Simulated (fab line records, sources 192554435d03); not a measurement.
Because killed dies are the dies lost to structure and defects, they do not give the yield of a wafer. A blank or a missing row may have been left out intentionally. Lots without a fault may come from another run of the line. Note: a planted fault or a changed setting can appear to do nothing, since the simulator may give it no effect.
fab line records + flow n5-finfet
[record]
- lots = 6
- wafers = 18
- last-day = 20
route steps=1938 shown BEOL_M8@1377 PASSIVATION@1936
lots that met no fault: from a run of the same line without faults
start-h: hours from the record's first day to the start of the lot's first wafer shown + wait-h: how many hours have passed since the lot's step before this one + " as in the row above + L1.1+2: a single row standing in for several wafers + - no value, or no start was given + * or withheld: withheld + < > ~ a bound
route shown NAME@n: names a module that has steps shown in the file, with the first one's number in the route + usual: the fault-free wafers' mean and standard deviation + same: alike in all rows + chamber/n: place in a boat + sites: readings site by site + _std_site: how widely they spread, as a standard deviation + _edge_site: the outer-site mean with the inner-site mean subtracted + radius-mm: for every site, how far away it sits from the centre of the wafer + mask NAME#n: copy n + behind: the most recent tool/chamber to have shaped the wafer + hold: what put the lot on hold/how long, in hours/how the hold closed + device: names the non-switching transistor (n, p or np) + end of line: tests of these same wafers at the route's end + a step without rows: its recipe alone + killed: the dies lost at the first sort to structure and to defects; this is not the yield of the wafer + map: per-die view of a wafer (x killed, . not killed, _ where there is no die)
set.NAME: the run value of the setting; set.NAME@STEP: its run value at that earlier step + model.NAME: the simulator's own value behind a step, which no gauge read
lots at selected steps of the route; one table per step, one row per wafer
services: the hour from which a tool's chamber was out of use, counted from the record's first day as start-h (under 0 if before that day), plus the number of hours and why
[[steps]]
[step N5_BEOL_M8_TRENCH_ETCH_37]
[recipe]
- chemistry = C4F6/O2
- target-depth-a = 934.78
- target = SiCOH_lowk
- time-s = 31.2
- ion-energy-ev = 250
- pressure-mtorr = 30
- source-w = 345
- bias-w = 185
- Ar_flow_sccm = 300
- C4F6_flow_sccm = 10
- O2_flow_sccm = 10
[usual]
- drypump-motor-current-A = 5.6/0.53
- oes_f_703_au = 0.80/0.088
- oes-product-au = 0.80/0.085
- rf-vpp-V = 668/20
- showerhead-plenum-p-Torr = 2.85/0.073
- throttle-valve-pct = 20.75/0.18
| lot.wafer | tool        | chamber | start-h | wait-h | drypump-motor-current-A | oes_f_703_au | oes-product-au | rf-hours-counter-h | rf-vpp-V | showerhead-plenum-p-Torr | throttle-valve-pct |
|-----------|-------------|---------|---------|--------|-------------------------|--------------|----------------|--------------------|----------|--------------------------|--------------------|
| L734.1    | rie-diel-05 | 3       | -       | -      | 5.3                     | 0.85         | 0.88           | 47                 | 687      | 2.78                     | 20.70              |
| L734.2    | "           | 0       | "       | "      | 5.3                     | 0.73         | 0.77           | 130                | 668      | 2.85                     | 20.81              |
| L734.5    | "           | 3       | "       | "      | 5.3                     | 0.86         | 0.88           | -                  | 688      | 2.78                     | 20.70              |
| L740.1    | rie-diel-04 | 1       | -       | -      | 6.4                     | 0.80         | 0.83           | 75                 | 693      | 2.89                     | 21.07              |
| L740.4    | "           | 0       | "       | "      | 5.7                     | 0.93         | 0.95           | 10                 | 670      | 2.83                     | 20.70              |
| L740.6    | "           | 0       | "       | "      | 5.7                     | 0.94         | 0.95           | -                  | 671      | 2.83                     | 20.69              |
| L738.1    | rie-diel-01 | 1       | -       | -      | 5.0                     | 0.72         | 0.69           | 214                | 676      | 2.94                     | 20.94              |
| L738.3    | "           | 0       | "       | "      | 5.5                     | 0.66         | 0.67           | 241                | 683      | 2.83                     | 21.13              |
| L738.5    | "           | 0       | "       | "      | 5.5                     | 0.67         | 0.68           | -                  | 684      | 2.83                     | 21.12              |
| L745.4    | rie-diel-01 | 3       | -       | -      | 5.6                     | 0.84         | 0.78           | 115                | 639      | 2.74                     | 20.51              |
| L745.5    | "           | 0       | "       | "      | 5.5                     | 0.66         | 0.68           | -                  | 684      | 2.83                     | 21.14              |
| L745.6    | "           | 1       | "       | "      | 5.1                     | 0.71         | 0.69           | -                  | 676      | 2.94                     | 20.96              |
| L752.2    | rie-diel-04 | 0       | -       | -      | 5.8                     | 0.86         | 0.88           | 48                 | 671      | 2.82                     | 20.74              |
| L752.3    | "           | 1       | "       | "      | 6.3                     | 0.77         | 0.78           | 113                | 692      | 2.87                     | 21.12              |
| L752.5    | "           | 0       | "       | "      | 5.8                     | 0.86         | 0.88           | -                  | 670      | 2.82                     | 20.73              |
| L756.1    | rie-diel-05 | 0       | -       | -      | 5.3                     | 0.70         | 0.73           | 175                | 667      | 2.83                     | 20.88              |
| L756.5    | "           | 1       | "       | "      | 6.4                     | 0.75         | 0.77           | -                  | 641      | 2.77                     | 20.73              |
| L756.6    | "           | 2       | "       | "      | 5.4                     | 0.72         | 0.71           | -                  | 676      | 2.85                     | 20.83              |
[step N5_BEOL_M8_ETCH_41]
[recipe]
- chemistry = CH3F/O2
- target = SiCN
- target-depth-a = 319
- taper-deg = 2
- time-s = 57.8
- ion-energy-ev = 120
- mask-material = TiN
- pressure-mtorr = 30
- source-w = 395
- bias-w = 75
- Ar_flow_sccm = 150
- CH3F_flow_sccm = 30
- O2_flow_sccm = 20
[usual]
- drypump-motor-current-A = 5.6/0.53
- oes-product-au = 0.80/0.084
- rf-vpp-V = 297.1/1.3
- showerhead-plenum-p-Torr = 2.00/0.054
- throttle-valve-pct = 16.14/0.18
| lot.wafer | tool        | chamber | start-h | wait-h | drypump-motor-current-A | oes-product-au | rf-hours-counter-h | rf-vpp-V | showerhead-plenum-p-Torr | throttle-valve-pct |
|-----------|-------------|---------|---------|--------|-------------------------|----------------|--------------------|----------|--------------------------|--------------------|
| L734.1    | rie-diel-05 | 3       | -       | -      | 5.3                     | 0.88           | 47                 | 295.4    | 1.95                     | 16.07              |
| L734.2    | "           | 0       | "       | "      | 5.3                     | 0.76           | 130                | 298.0    | 2.01                     | 16.23              |
| L734.5    | "           | 3       | "       | "      | 5.3                     | 0.88           | -                  | 297.4    | 1.95                     | 16.05              |
| L740.1    | rie-diel-04 | 1       | -       | -      | 6.3                     | 0.84           | 76                 | 297.1    | 2.03                     | 16.39              |
| L740.4    | "           | 0       | "       | "      | 5.7                     | 0.95           | 10                 | 296.2    | 1.99                     | 15.97              |
| L740.6    | "           | 0       | "       | "      | 5.7                     | 0.94           | -                  | 296.5    | 1.99                     | 15.97              |
| L738.1    | rie-diel-01 | 1       | -       | -      | 5.0                     | 0.69           | 214                | 297.6    | 2.07                     | 16.39              |
| L738.3    | "           | 0       | "       | "      | 5.5                     | 0.67           | 241                | 296.1    | 1.99                     | 16.55              |
| L738.5    | "           | 0       | "       | "      | 5.5                     | 0.69           | -                  | 296.4    | 1.99                     | 16.56              |
| L745.4    | rie-diel-01 | 3       | -       | -      | 5.6                     | 0.79           | 115                | 295.4    | 1.92                     | 15.99              |
| L745.5    | "           | 0       | "       | "      | 5.5                     | 0.69           | -                  | 296.2    | 1.99                     | 16.57              |
| L745.6    | "           | 1       | "       | "      | 5.1                     | 0.70           | -                  | 297.7    | 2.07                     | 16.39              |
| L752.2    | rie-diel-04 | 0       | -       | -      | 5.7                     | 0.86           | 48                 | 297.3    | 1.97                     | 16.07              |
| L752.3    | "           | 1       | "       | "      | 6.3                     | 0.78           | 113                | 297.6    | 2.02                     | 16.47              |
| L752.5    | "           | 0       | "       | "      | 5.7                     | 0.86           | -                  | 296.0    | 1.97                     | 16.07              |
| L756.1    | rie-diel-05 | 0       | -       | -      | 5.2                     | 0.72           | 175                | 296.5    | 1.99                     | 16.34              |
| L756.5    | "           | 1       | "       | "      | 6.4                     | 0.77           | -                  | 296.0    | 1.94                     | 16.09              |
| L756.6    | "           | 2       | "       | "      | 5.4                     | 0.71           | -                  | 297.0    | 2.00                     | 16.23              |
[step N5_BEOL_M8_STRIP_80]
[recipe]
- chemistry = N2/H2
- time-s = 10
- power-w = 450
- temp-c = 40
- pressure-mtorr = 20
- rf-frequency-hz = 6e+07
- bias-power-w = 7
- n2-flow-sccm = 200
- h2-flow-sccm = 200
[step N5_BEOL_M8_OCD_MEAS_38]
[usual]
- trench-depth-nm = 92.9/1.8
| lot.wafer | tool   | chamber | start-h | wait-h | trench-depth-nm |
|-----------|--------|---------|---------|--------|-----------------|
| L734.1    | ocd-02 | -       | 270.73  | -      | 93.1            |
| L734.2    | "      | -       | "       | "      | 92.4            |
| L734.5    | "      | -       | "       | "      | 92.4            |
| L740.1    | ocd-01 | -       | 299.78  | -      | 95.7            |
| L740.4    | "      | -       | "       | "      | 95.3            |
| L740.6    | "      | -       | "       | "      | 95.2            |
| L738.1    | ocd-01 | -       | 314.89  | -      | 89.7            |
| L738.3    | "      | -       | "       | "      | 91.3            |
| L738.5    | "      | -       | "       | "      | 91.2            |
| L745.4    | ocd-02 | -       | 331.29  | -      | 90.9            |
| L745.5    | "      | -       | "       | "      | 92.5            |
| L745.6    | "      | -       | "       | "      | 91.1            |
| L752.2    | ocd-02 | -       | 398.72  | -      | 94.7            |
| L752.3    | "      | -       | "       | "      | 94.0            |
| L752.5    | "      | -       | "       | "      | 95.6            |
| L756.1    | ocd-01 | -       | 408.20  | -      | 91.6            |
| L756.5    | "      | -       | "       | "      | 90.8            |
| L756.6    | "      | -       | "       | "      | 95.1            |
[step N5_BEOL_M8_HM_STRIP_39]
[recipe]
- chemistry = peroxide-tin-strip
- material = TiN
- target-depth-a = 250
- temp-c = 50
- time-s = 158
[step N5_BEOL_M8_SRD_40]
[recipe]
- time-s = 30
- temp-c = 23
- rinse-liquid = diw
- dry = ipa-marangoni
[step N5_BEOL_M8_PRECLEAN_42]
[recipe]
- chemistry = residue-remover
- time-s = 60
- temp-c = 40
[step N5_BEOL_M8_SRD_43]
[recipe]
- time-s = 30
- temp-c = 23
- rinse-liquid = diw
- dry = ipa-marangoni
[step N5_BEOL_M8_CD_MEAS_35]
[recipe]
- target-cd-nm = 40
- polarity = opening
[usual]
- cd-nm = 40.3/0.71
| lot.wafer | tool      | chamber | start-h | wait-h | cd-nm |
|-----------|-----------|---------|---------|--------|-------|
| L734.1    | cd-sem-01 | -       | 270.88  | 0.0    | 39.5  |
| L734.2    | "         | -       | "       | "      | 39.8  |
| L734.5    | "         | -       | "       | "      | 39.4  |
| L740.1    | cd-sem-01 | -       | 299.94  | 0.0    | 39.5  |
| L740.4    | "         | -       | "       | "      | 40.4  |
| L740.6    | "         | -       | "       | "      | 39.6  |
| L738.1    | cd-sem-02 | -       | 315.05  | 0.0    | 40.1  |
| L738.3    | "         | -       | "       | "      | 39.8  |
| L738.5    | "         | -       | "       | "      | 39.8  |
| L745.4    | cd-sem-01 | -       | 331.45  | 0.0    | 42.0  |
| L745.5    | "         | -       | "       | "      | 41.1  |
| L745.6    | "         | -       | "       | "      | 40.6  |
| L752.2    | cd-sem-01 | -       | 398.87  | 0.0    | 41.4  |
| L752.3    | "         | -       | "       | "      | 42.1  |
| L752.5    | "         | -       | "       | "      | 40.7  |
| L756.1    | cd-sem-03 | -       | 408.36  | 0.0    | 39.8  |
| L756.5    | "         | -       | "       | "      | 40.4  |
| L756.6    | "         | -       | "       | "      | 39.8  |
[step N5_BEOL_M8_CURE_75]
[recipe]
- temp-c = 370
- time-s = 120
- ambient = DMADMS/He
- material = SiCOH_lowk
[usual]
- lamp-power-pct = 52.32/0.057
- wafer_temp_C_max = 372.1/0.89
| lot.wafer | tool       | chamber | start-h | wait-h | lamp-power-pct | wafer_temp_C_max |
|-----------|------------|---------|---------|--------|----------------|------------------|
| L734.1    | uv-cure-02 | 1       | 271.04  | 0.2    | 52.24          | 372.5            |
| L734.2    | "          | 1       | "       | "      | 52.35          | 371.8            |
| L734.5    | "          | 1       | "       | "      | 52.28          | 372.3            |
| L740.1    | uv-cure-01 | 0       | 299.98  | 0.0    | 52.25          | 372.1            |
| L740.4    | "          | 0       | "       | "      | 52.34          | 372.3            |
| L740.6    | "          | 0       | "       | "      | 52.35          | 372.9            |
| L738.1    | uv-cure-02 | 0       | 315.09  | 0.0    | 52.28          | 371.2            |
| L738.3    | "          | 0       | "       | "      | 52.31          | 371.2            |
| L738.5    | "          | 0       | "       | "      | 52.30          | 371.0            |
| L745.4    | uv-cure-01 | 2       | 331.63  | 0.2    | 52.25          | 373.5            |
| L745.5    | "          | 2       | "       | "      | 52.36          | 373.7            |
| L745.6    | "          | 2       | "       | "      | 52.34          | 373.7            |
| L752.2    | uv-cure-01 | 2       | 398.96  | 0.1    | 52.25          | 373.4            |
| L752.3    | "          | 2       | "       | "      | 52.29          | 372.7            |
| L752.5    | "          | 2       | "       | "      | 52.46          | 373.5            |
| L756.1    | uv-cure-03 | 2       | 408.73  | 0.4    | 52.44          | 371.0            |
| L756.5    | "          | 2       | "       | "      | 52.34          | 371.4            |
| L756.6    | "          | 2       | "       | "      | 52.32          | 371.3            |
[step N5_BEOL_M8_DEGAS_44]
[recipe]
- ambient = vacuum
- temp-c = 250
- time-s = 60
[usual]
- heater-power-w = 332/32
| lot.wafer | tool           | chamber | start-h | wait-h | heater-power-w |
|-----------|----------------|---------|---------|--------|----------------|
| L734.1    | pvd-sputter-01 | -       | 271.37  | 0.3    | 331            |
| L734.2    | "              | -       | "       | "      | 344            |
| L734.5    | "              | -       | "       | "      | 334            |
| L740.1    | pvd-sputter-01 | -       | 300.41  | 0.4    | 340            |
| L740.4    | "              | -       | "       | "      | 313            |
| L740.6    | "              | -       | "       | "      | 336            |
| L738.1    | pvd-sputter-03 | -       | 316.27  | 1.1    | 296            |
| L738.3    | "              | -       | "       | "      | 321            |
| L738.5    | "              | -       | "       | "      | 322            |
| L745.4    | pvd-sputter-01 | -       | 331.94  | 0.3    | 318            |
| L745.5    | "              | -       | "       | "      | 338            |
| L745.6    | "              | -       | "       | "      | 334            |
| L752.2    | pvd-sputter-01 | -       | 399.23  | 0.2    | 318            |
| L752.3    | "              | -       | "       | "      | 337            |
| L752.5    | "              | -       | "       | "      | 320            |
| L756.1    | pvd-sputter-02 | -       | 409.13  | 0.3    | 410            |
| L756.5    | "              | -       | "       | "      | 320            |
| L756.6    | "              | -       | "       | "      | 417            |
[step N5_BEOL_M8_PRE_CLEAN_45]
[recipe]
- gas = H2/He
- time-s = 30
- temp-c = 250
[usual]
- heater-power-w = 332/32
| lot.wafer | tool           | chamber | start-h | wait-h | heater-power-w |
|-----------|----------------|---------|---------|--------|----------------|
| L734.1    | pvd-sputter-01 | -       | 271.41  | 0.0    | 330            |
| L734.2    | "              | -       | "       | "      | 340            |
| L734.5    | "              | -       | "       | "      | 346            |
| L740.1    | pvd-sputter-01 | -       | 300.45  | 0.0    | 342            |
| L740.4    | "              | -       | "       | "      | 314            |
| L740.6    | "              | -       | "       | "      | 334            |
| L738.1    | pvd-sputter-03 | -       | 316.31  | 0.0    | 301            |
| L738.3    | "              | -       | "       | "      | 313            |
| L738.5    | "              | -       | "       | "      | 327            |
| L745.4    | pvd-sputter-01 | -       | 331.98  | 0.0    | 316            |
| L745.5    | "              | -       | "       | "      | 341            |
| L745.6    | "              | -       | "       | "      | 323            |
| L752.2    | pvd-sputter-01 | -       | 399.27  | 0.0    | 322            |
| L752.3    | "              | -       | "       | "      | 332            |
| L752.5    | "              | -       | "       | "      | 325            |
| L756.1    | pvd-sputter-02 | -       | 409.17  | 0.0    | 418            |
| L756.5    | "              | -       | "       | "      | 316            |
| L756.6    | "              | -       | "       | "      | 408            |
[step N5_BEOL_M8_ALD_77]
[recipe]
- material = TaN
- target-thk-a = 20
- temp-c = 275
- ald-precursor-family = PDMAT
- ald-co-reactant = NH3
- pressure-torr = 3
- carrier-flow-sccm = 1500
- pulse-time-s = 2
- purge-time-s = 3
- co-reactant-purge-time-s = 2
- co-reactant-pulse-time-s = 3
- ald-cycles = 40
- precursor-vessel-temp-c = 75
- precursor-vessel-pressure-torr = 26.25
- precursor-vessel-carrier-sccm = 1000
[usual]
- heater-power-w = 412/36
- purge-time-s = 3/0
| lot.wafer | tool         | chamber | start-h | wait-h | heater-power-w | purge-time-s |
|-----------|--------------|---------|---------|--------|----------------|--------------|
| L734.1    | ald-metal-02 | 1       | 271.48  | 0.0    | 397            | 3            |
| L734.2    | "            | 2       | "       | "      | 363            | 3            |
| L734.5    | "            | 3       | "       | "      | 481            | 3            |
| L740.1    | ald-metal-03 | 0       | 300.51  | 0.0    | 383            | 3            |
| L740.4    | "            | 2       | "       | "      | 441            | 3            |
| L740.6    | "            | 1       | "       | "      | 391            | 3            |
| L738.1    | ald-metal-03 | 1       | 316.38  | 0.0    | 393            | 3            |
| L738.3    | "            | 0       | "       | "      | 383            | 2.7776       |
| L738.5    | "            | 1       | "       | "      | 410            | 3            |
| L745.4    | ald-metal-03 | 1       | 332.05  | 0.0    | 399            | 3            |
| L745.5    | "            | 0       | "       | "      | 386            | 3            |
| L745.6    | "            | 1       | "       | "      | 407            | 2.7776       |
| L752.2    | ald-metal-01 | 1       | 399.33  | 0.0    | 360            | 3            |
| L752.3    | "            | 0       | "       | "      | 418            | 3            |
| L752.5    | "            | 0       | "       | "      | 399            | 3            |
| L756.1    | ald-metal-01 | 3       | 409.29  | 0.1    | 371            | 3            |
| L756.5    | "            | 2       | "       | "      | 407            | 3            |
| L756.6    | "            | 1       | "       | "      | 374            | 3            |
[step N5_BEOL_M8_SURFACE_TREAT_79]
[recipe]
- gas = Ar
- time-s = *
- ion-energy-ev = *
- ion-current-ma-cm2 = 0.5
- pressure-mtorr = *
- ar-flow-sccm = 30
[step N5_PASSIVATION_PROBE_49]
[usual]
- defect-limited-yield = 91.4/1.4
- killed_at_M0_to_M3 = 34/9.1
- killed_at_M4_up = 14/5.2
- killed-at-contacts = 12/6.4
- killed-at-front-end = 38/11
- killed-at-other = 3.7/2.8
- killed-dies = 102/17
- killed-open = 68/13
- killed-short = 32/7.8
- sort_bin_4_leakage = 0.05/0.3
- sort_bin_5_function = 5.1/1
- sort_bin_6_memory = 3.2/0.66
- sort_bin_8_speed = 0.1/0.92
- sort-n-pass = 1076/19
- sort-yield-pct = 91.2/1.6
[same]
- gross-dies = 1180
- killed-at-back-side = 0
| lot.wafer | tool      | chamber | start-h | wait-h | defect-limited-yield[%] | killed_at_M0_to_M3 | killed_at_M4_up | killed-at-contacts | killed-at-front-end | killed-at-other | killed-dies | killed-open | killed-short | sort_bin_4_leakage[%] | sort_bin_5_function[%] | sort_bin_6_memory[%] | sort_bin_8_speed[%] | sort-n-pass | sort-yield-pct[%] |
|-----------|-----------|---------|---------|--------|-------------------------|--------------------|-----------------|--------------------|---------------------|-----------------|-------------|-------------|--------------|-----------------------|------------------------|----------------------|---------------------|-------------|-------------------|
| L734.1    | prober-01 | -       | 337.07  | 0.0    | 92.9                    | 30                 | 9               | 11                 | 26                  | 8               | 84          | 51          | 32           | 0                     | 3.5                    | 3.3                  | 0                   | 1096        | 92.9              |
| L734.2    | prober-01 | -       | 337.12  | 0.1    | 90.7                    | 57                 | 8               | 7                  | 32                  | 6               | 110         | 75          | 35           | 0                     | 5.2                    | 3.7                  | 0                   | 1070        | 90.7              |
| L734.5    | prober-01 | -       | 337.27  | 0.2    | 92.7                    | 32                 | 14              | 6                  | 33                  | 1               | 86          | 58          | 26           | 0                     | 4.6                    | 2.3                  | 0                   | 1094        | 92.7              |
| L740.1    | prober-02 | -       | 363.42  | 0.0    | 92.2                    | 27                 | 10              | 11                 | 42                  | 2               | 92          | 60          | 27           | 0                     | 4.4                    | 3.1                  | 0                   | 1088        | 92.2              |
| L740.4    | prober-02 | -       | 363.57  | 0.2    | 92.4                    | 44                 | 6               | 8                  | 28                  | 4               | 90          | 59          | 25           | 0                     | 4.5                    | 2.9                  | 0.1                 | 1090        | 92.4              |
| L740.6    | prober-02 | -       | 363.67  | 0.3    | 93.1                    | 25                 | 11              | 14                 | 31                  | 1               | 82          | 64          | 17           | 0                     | 3.6                    | 3.3                  | 0                   | 1098        | 93.1              |
| L745.5    | prober-01 | -       | 398.72  | 0.2    | 92.5                    | 20                 | 17              | 14                 | 38                  | 0               | 89          | 55          | 31           | 0                     | 4.5                    | 2.5                  | 0                   | 1091        | 92.5              |
| L756.1    | prober-02 | -       | 478.26  | 0.0    | 90.7                    | 39                 | 15              | 13                 | 42                  | 1               | 110         | 80          | 28           | 0                     | 6.1                    | 3.1                  | 0                   | 1070        | 90.7              |
| L756.5    | prober-02 | -       | 478.46  | 0.2    | 89.7                    | 48                 | 12              | 22                 | 32                  | 7               | 121         | 85          | 36           | 0                     | 5.8                    | 4.2                  | 0                   | 1059        | 89.7              |
| L756.6    | prober-02 | -       | 478.51  | 0.3    | 91.9                    | 28                 | 17              | 9                  | 28                  | 13              | 95          | 69          | 24           | 0                     | 5.1                    | 3.0                  | 0                   | 1085        | 91.9              |
// killed by level:class
L734.1 BEOL_M3:geometric-particle:open=12 MOL_CONTACT_COAG:geometric-particle:open=8 FIN_SAQP:geometric-particle:short=5 DUMMY_GATE:geometric-particle:open=5 BEOL_M4:geometric-particle:short=5 MIM_TOP_ETCH:geometric-particle:open=5 BEOL_M0_SAQP:geometric-particle:open=4 GATE_CUT:geometric-particle:short=4
L734.2 BEOL_M3:geometric-particle:open=15 BEOL_M2:geometric-particle:open=9 DUMMY_GATE:geometric-particle:open=7 BEOL_M0_SAQP:geometric-particle:open=7 BEOL_M0_SAQP:geometric-particle:short=7 BEOL_M1:geometric-particle:open=6 MOL_CONTACT_COAG:geometric-particle:open=5 BEOL_M3:geometric-particle:short=5
L734.5 BEOL_M2:geometric-particle:open=11 BEOL_M3:geometric-particle:open=11 STI_FIN_REVEAL:geometric-particle:open=6 FIN_SAQP:geometric-particle:short=5 DUMMY_GATE:geometric-particle:open=5 BEOL_M0_SAQP:geometric-particle:short=5 BEOL_M4:geometric-particle:open=5 FIN_SAQP:geometric-particle:open=4
L740.1 DUMMY_GATE:geometric-particle:open=16 MOL_CONTACT_COAG:geometric-particle:open=10 BEOL_M0_SAQP:geometric-particle:short=9 BEOL_M4:geometric-particle:open=8 FIN_SAQP:geometric-particle:short=6 BEOL_M3:geometric-particle:open=6 STI_FIN_REVEAL:geometric-particle:open=4 BEOL_M2:geometric-particle:open=4
L740.4 BEOL_M2:geometric-particle:open=11 BEOL_M1:geometric-particle:open=9 MOL_CONTACT_COAG:geometric-particle:open=8 BEOL_M0:geometric-particle:open=8 FIN_SAQP:geometric-particle:short=7 BEOL_M0_SAQP:geometric-particle:short=7 FIN_SAQP:geometric-particle:open=4 STI_FIN_REVEAL:geometric-particle:open=4
L740.6 MOL_CONTACT_COAG:geometric-particle:open=12 BEOL_M3:geometric-particle:open=8 STI_FIN_REVEAL:geometric-particle:open=6 DUMMY_GATE:geometric-particle:open=6 BEOL_M0:geometric-particle:open=5 BEOL_M4:geometric-particle:open=5 FIN_SAQP:geometric-particle:short=3 GATE_CUT:geometric-particle:short=3
L745.5 FIN_SAQP:geometric-particle:open=14 FIN_SAQP:geometric-particle:short=12 MOL_CONTACT_COAG:geometric-particle:open=9 BEOL_M4:geometric-particle:open=7 BEOL_M0_SAQP:geometric-particle:short=6 MOL_CONTACT_COAG:geometric-particle:short=5 BEOL_M3:geometric-particle:open=5 STI_FIN_REVEAL:geometric-particle:open=3
L756.1 STI_FIN_REVEAL:geometric-particle:open=17 MOL_CONTACT_COAG:geometric-particle:open=11 BEOL_M0_SAQP:geometric-particle:open=10 BEOL_M4:geometric-particle:open=8 BEOL_M2:geometric-particle:open=7 BEOL_M0_SAQP:geometric-particle:short=6 BEOL_M3:geometric-particle:open=6 FIN_SAQP:geometric-particle:open=5
L756.5 MOL_CONTACT_COAG:geometric-particle:open=18 STI_FIN_REVEAL:geometric-particle:open=12 BEOL_M0_SAQP:geometric-particle:open=12 BEOL_M0_SAQP:geometric-particle:short=11 BEOL_M2:geometric-particle:open=10 BEOL_M1:geometric-particle:open=8 BEOL_M4:geometric-particle:open=5 MOL_CONTACT_COAG:geometric-particle:short=4
L756.6 BEOL_M2:geometric-particle:open=12 STI_FIN_REVEAL:geometric-particle:open=10 MOL_CONTACT_COAG:geometric-particle:open=8 BEOL_M4:geometric-particle:open=6 MIM_TOP_ETCH:geometric-particle:open=5 FIN_SAQP:geometric-particle:open=4 BEOL_M0_SAQP:geometric-particle:short=4 BEOL_M3:geometric-particle:open=4
[[services]]
| tool         | chamber | start-h | hours | kind                          |
|--------------|---------|---------|-------|-------------------------------|
| rie-diel-04  | 0       | 249.99  | -     | clean                         |
| rie-diel-04  | 0       | 249.99  | -     | consumable-replace:focus-ring |
| rie-diel-04  | 0       | 249.99  | 21.8  | scheduled-down                |
| rie-diel-04  | 0       | 249.99  | 21.8  | vent-cycle                    |
| ald-metal-03 | 0       | 256.02  | 6.5   | repair                        |
| uv-cure-02   | -       | 275.96  | 1.0   | pm                            |
| ald-metal-01 | 0       | 297.04  | 3.2   | repair                        |
| ald-metal-03 | 2       | 304.12  | 26.3  | repair                        |
| rie-diel-04  | 3       | 304.27  | -     | clean                         |
| rie-diel-04  | 3       | 304.27  | -     | consumable-replace:focus-ring |
| rie-diel-04  | 3       | 304.27  | 19.4  | scheduled-down                |
| rie-diel-04  | 3       | 304.27  | 19.4  | vent-cycle                    |
| ald-metal-02 | 0       | 313.72  | 13.2  | repair                        |
| ald-metal-03 | 1       | 328.56  | 3.3   | repair                        |
| ald-metal-01 | 0       | 336.39  | 13.5  | repair                        |
| rie-diel-01  | 0       | 346.66  | -     | clean                         |
| rie-diel-01  | 0       | 346.66  | -     | consumable-replace:focus-ring |
| rie-diel-01  | 0       | 346.66  | 20.2  | scheduled-down                |
| rie-diel-01  | 0       | 346.66  | 20.2  | vent-cycle                    |
| uv-cure-01   | -       | 347.44  | 2.0   | repair                        |
| rie-diel-04  | 2       | 364.60  | 12.6  | repair                        |
| ald-metal-02 | 0       | 371.08  | 3.7   | repair                        |
| ald-metal-01 | -       | 389.66  | 1.8   | repair                        |
| rie-diel-01  | 3       | 395.29  | 4.1   | repair                        |
[[key]]
[first-sign]
- step = N5_BEOL_M8_ALD_77
- reading = purge-time-s
- direction = down
- sigmas = 99+
- usual = *
- struck = *
effect none on later readings
met-at N5_BEOL_M8_ALD_77
struck-wafers L738.3,L745.6
onset-between 300.51 316.38
[fault]
- kind = process-parameter-drift
- tool = ald-metal-03
- chamber = -
- onset-h = 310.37
- steps = N5_BEOL_M8_ALD_77
- channel = purge-time-s
- offset = *
- shape = step
- end-h = 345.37
- scope = struck-wafers-only
- acts-in = *
- stated = *
